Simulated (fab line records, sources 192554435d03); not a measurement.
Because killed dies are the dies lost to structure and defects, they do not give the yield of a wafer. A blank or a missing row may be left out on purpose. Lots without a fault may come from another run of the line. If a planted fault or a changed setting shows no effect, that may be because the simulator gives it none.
Struck lot and sound lot, side by side :: flow n5_finfet :: 25 steps out of a route of 1938
Sound: wafers L441.1, L441.3, L441.4. The struck wafers were L431.2, L431.3, L431.6. At the end, the cause is stated.
Each step with rows lists, per side, the tool, then ch with its chambers, then its first start. Under that, the readings that differ: sound wafers :: struck wafers :: difference of the means :: sigmas: that difference in standard deviations of wafers without a fault.
alike: a reading whose means differ by less than 2 such deviations, as well as words and numbers matching on both sides. not compared: withheld readings; readings where some wafer has no value; bounds like >300 that might hide an equal value; numbers whose values overlap and for which the record gives no deviation.
Wherever a step has rows on one side only, a row that says differs or no value, or a row with sigmas, the two part there. When numbers do not overlap yet have no deviation, they are printed without sigmas and do not part them. Lack of a reading on every wafer of one side parts them only where that side has two or more wafers.

first, 9 steps without rows for these wafers: N5_SD_EPI_N_EBR_05; N5_SD_EPI_N_SOFTBAKE_04 (time 60 s); N5_SD_EPI_N_EXPOSE_06 (exposes mask SD N BLK, target cd 120 nm); N5_SD_EPI_N_PEB_07 (peb time 60 s); N5_SD_EPI_N_DEVELOP_08 (develop time 30 s); N5_SD_EPI_N_DESCUM_14 (chemistry O2, time 7.9 s); N5_SD_EPI_N_ETCH_34 (etches SiARC in CF4, target depth 45.5 nm, time 75.8 s); N5_SD_EPI_N_ETCH_35 (etches SOC in N2/H2, overetch 108 nm, time 486 s); N5_SD_EPI_N_STRIP_36 (strips in N2/H2).
N5_SD_EPI_N_ETCHBACK_44: etches SiNx in CH3F/O2, stops on SiO2, target depth 14.5 nm.
  sound on rie_diel-04 ch 0,2,3, day 7 18:08; struck on rie_diel-02 ch 0,1,2, day 5 07:07
  no value came back on the struck wafers for any of 9 readings (CH3F_flow_sccm (sccm), O2_flow_sccm (sccm) and others); on the sound wafers CH3F_flow_sccm (sccm) reads 30.06 29.89 29.95
reading: model.SiARC_of_SD_EPI_N_COAT_33.thk_nm (nm)
sound: 16.6 16.8 16.2
struck: 20 19.6 20.2
difference: +3
sigmas: 
then, 1 step without rows for these wafers: N5_SD_EPI_N_ETCH_45 (etches SiOCN in CH3F/O2, target depth 6 nm).
N5_SD_EPI_N_ETCH_16: etches SiO2 in CHF3/O2, target depth 5 nm.
  sound on rie_diel-04 ch 0,2,3, day 7 18:20; struck on rie_diel-02 ch 0,1,2, day 5 07:19
reading: model.SiARC_of_SD_EPI_N_COAT_33.thk_nm (nm)
sound: 13 13.2 12.6
struck: 16.4 16.2 16.6
difference: +3.5
sigmas: 
  alike: CHF3_flow_sccm, drypump_motor_current_A, oes_o_777_au, oes_product_au, rf_vpp_V, showerhead_plenum_p_Torr, throttle_valve_pct
  not compared: rf_hours_counter_h
then, 8 steps without rows for these wafers: N5_SD_EPI_N_STRIP_47 (strips in CHF3/O2); N5_SD_EPI_N_SD_RECESS_17 (chemistry HBr/Cl2/O2, target depth 41 nm, time 23.7 s, bt time 3 s); N5_SD_EPI_N_STRIP_38 (strips in N2/H2); N5_SD_EPI_N_WET_ETCH_43 (etches SiO2 in dHF, time 14 s, target depth 1.5 nm); N5_SD_EPI_N_STRIP_18 (strips in SPM, time 750 s); N5_SD_EPI_N_SRD_20 (time 30 s); N5_SD_EPI_N_PRECLEAN_48 (cleans in NF3:NH3, afs cycles 2, time 20 s, sublimation time 60 s); N5_SD_EPI_N_VAPOR_ETCH_50 (etches Si in HCl, time 54 s).
N5_SD_EPI_N_EPI_21: deposits Si:P, time 690 s.
  sound on epi_rpcvd-01 ch 0, day 7 19:34; struck on epi_rpcvd-02 ch 0, day 5 08:40
reading: model.Si-P_of_SD_EPI_N_EPI_21.thk_nm (nm)
sound: 56.8 57 57
struck: 1.8 1.6 1.2
difference: -55.4
sigmas: 
N5_SD_EPI_N_PRECLEAN_24: cleans in O3/DIW, time 60 s.
  sound on wet_bench-05 ch 4,5,7, day 7 21:53; struck on wet_bench-06 ch 0,3,5, day 5 10:08
reading: model.Si-P_of_SD_EPI_N_EPI_21.thk_nm (nm)
sound: 56.4 56.6 56.6
struck: 1.8 1.6 1
difference: -55.1
sigmas: 
then, 1 step without rows for these wafers: N5_SD_EPI_N_SRD_25 (time 30 s).
N5_BEOL_M4_RC_MEAS_101:
  the record has rows for the sound wafers here (prober-02 ch 0, day 12 15:07) and none for the struck ones
-- here the record skips 8 days between the struck wafers' starts before and after, leaving off in module BEOL_M4 and picking up in module PASSIVATION (first step shown: number 1936 of the route) --
N5_PASSIVATION_PROBE_49:
  the record has rows for the struck wafers here (prober-02, day 13 21:56) and none for the sound ones

WHERE THEY PART
At N5_SD_EPI_N_ETCHBACK_44 first; at N5_PASSIVATION_PROBE_49 last (within this record only).

WHY: what had been put in by the simulator
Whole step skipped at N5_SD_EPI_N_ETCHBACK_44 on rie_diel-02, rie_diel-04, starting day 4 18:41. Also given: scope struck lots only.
